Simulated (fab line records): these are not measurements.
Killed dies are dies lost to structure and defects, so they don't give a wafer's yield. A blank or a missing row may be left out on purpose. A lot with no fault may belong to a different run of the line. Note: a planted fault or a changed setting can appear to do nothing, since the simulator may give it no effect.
Split-lot trial | flow n5Finfet | 21 wafers read across 7 lots, on a route 1938 steps long

## SPLIT DETAILS
At N5_BEOL_M1_COAT_67 (time 60 s, resist thk 60 nm), the setting spinRpm was moved away from the recipe's 1500 rpm on 8 of the 21 wafers read, by -10.5% to +9.5%. This setting was run at the recipe's value on the other wafers.

## FROM THE SPLIT TO THE READING: what the file shows between them, 6 steps
- N5_BEOL_M1_EXPOSE_25: exposes mask V0, defocus 5 nm, target cd 24 nm (also split here: doseMj)
- N5_BEOL_M1_PEB_26: peb time 60 s
- N5_BEOL_M1_DEVELOP_27: develop time 30 s
- N5_BEOL_M1_CD_MEAS_28: target cd y 23.3 nm
- N5_BEOL_M1_ALD_98: deposits SiO2, target thk 2.5 nm, pulse time 1 s, co reactant pulse time 1 s
- N5_BEOL_M1_ETCHBACK_99: etches SiO2 in CHF3, target depth 5 nm, time 10.4 s

## THE READING
etch.depthNm (the simulator's own value, which no gauge read), in nm, at N5_BEOL_M1_ETCH_70 (etches SOC in N2/H2, target depth 80 nm, overetch 16 nm, time 120 s). There is no usual value for it anywhere in the file. Average 59.89 nm, standard deviation 0.11 nm, over the 13 wafers here run with the recipe.

wafer  | tool, chamber at the split | spinRpm as run, rpm | against the recipe | etch.depthNm, nm | against lot-mates on the recipe
L074.1 | lithoTrack-05, 0           | 1500                | recipe             | 59.91            | -
L074.2 | lithoTrack-05, 0           | 1500                | recipe             | 59.73            | -
L074.5 | lithoTrack-05, 0           | 1500                | recipe             | 59.77            | -
L079.3 | lithoTrack-04, 0           | 1500                | recipe             | 60.1             | -
L079.4 | lithoTrack-04, 0           | 1500                | recipe             | 59.97            | -
L079.5 | lithoTrack-04, 0           | 1594                | +6.3%              | 58.1             | -1.93
L080.3 | lithoTrack-03, 0           | 1642                | +9.5%              | 57.14            | -2.61
L080.5 | lithoTrack-03, 0           | 1500                | recipe             | 59.76            | -
L080.6 | lithoTrack-03, 0           | 1500                | recipe             | 59.74            | -
L081.1 | lithoTrack-05, 0           | 1500                | recipe             | 59.83            | -
L081.2 | lithoTrack-05, 0           | 1640                | +9.3%              | 57.24            | -2.68
L081.3 | lithoTrack-05, 0           | 1500                | recipe             | 60.01            | -
L089.1 | lithoTrack-03, 0           | 1500                | recipe             | 59.91            | -
L089.2 | lithoTrack-03, 0           | 1500                | recipe             | 59.93            | -
L089.6 | lithoTrack-03, 0           | 1500                | recipe             | 59.86            | -
L092.2 | lithoTrack-04, 0           | 1343                | -10.5%             | 63.37            | no lot-mate on the recipe
L092.4 | lithoTrack-04, 0           | 1343                | -10.5%             | 63.57            | no lot-mate on the recipe
L092.5 | lithoTrack-04, 0           | 1343                | -10.5%             | 63.42            | no lot-mate on the recipe
L094.1 | lithoTrack-03, 0           | 1618                | +7.9%              | 57.75            | -2.24
L094.3 | lithoTrack-03, 0           | 1500                | recipe             | 59.99            | -
L094.6 | lithoTrack-03, 0           | 1618                | +7.9%              | 57.82            | -2.17

THE FIT
A straight line over all 21 wafers: etch.depthNm changes by -0.311 nm for each +1% of spinRpm; r = -1.00; the points scatter about the line by 0.18 nm.
The same after taking each lot's own level away (the mean of its wafers on the recipe; 18 wafers): -0.284 nm for each +1%; r = -1.00; scatter 0.071 nm.
The reading moves by 3 nm for the largest change in spinRpm, on that fit.
From 59.750 to 60.035 nm: that is the span of the lots' own levels, equal to 2.6 times the standard deviation above.
Consequently the slope shifts little with the lot-to-lot level, the two slopes agreeing.
Check: -2.72 nm against its lot-mates is what the line predicts for one of the wafers moved furthest among these (+9.5%) when that wafer is left out of the fit. Against them it came out at -2.61 nm.

## THE OTHER SPLITS THESE WAFERS WENT THROUGH
These wafers also went through other splits before the reading. Each is held against what the fit with the lots' levels taken away leaves over:
other split on the same wafers  | wafers away from the commonest value | r with etch.depthNm (lot level and that fit taken away)
N5_BEOL_M1_HM_DEP_02 targetThkA | 5                                    | +0.08
N5_BEOL_M1_EXPOSE_25 doseMj     | 7                                    | +0.18

## THE WHOLE CHAIN: every reading that the file lists as answering this split, in the file's order
step               | what it does                                                        | reading                                                                       | change (the file's fit)               | r (the file's)
N5_BEOL_M1_COAT_67 | time 60 s, resist thk 60 nm                                         | SOC_of_BEOL_M1_COAT_67.thkNm (the simulator's own value, which no gauge read) | -0.287 nm for each +1% of the setting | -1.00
N5_BEOL_M1_ETCH_70 | etches SOC in N2/H2, target depth 80 nm, overetch 16 nm, time 120 s | etch.depthNm (the simulator's own value, which no gauge read)                 | -0.285 nm for each +1% of the setting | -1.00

## THE FILE'S OWN FIT
etch.depthNm changes by -0.285 nm for each +1% of spinRpm, r = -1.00.
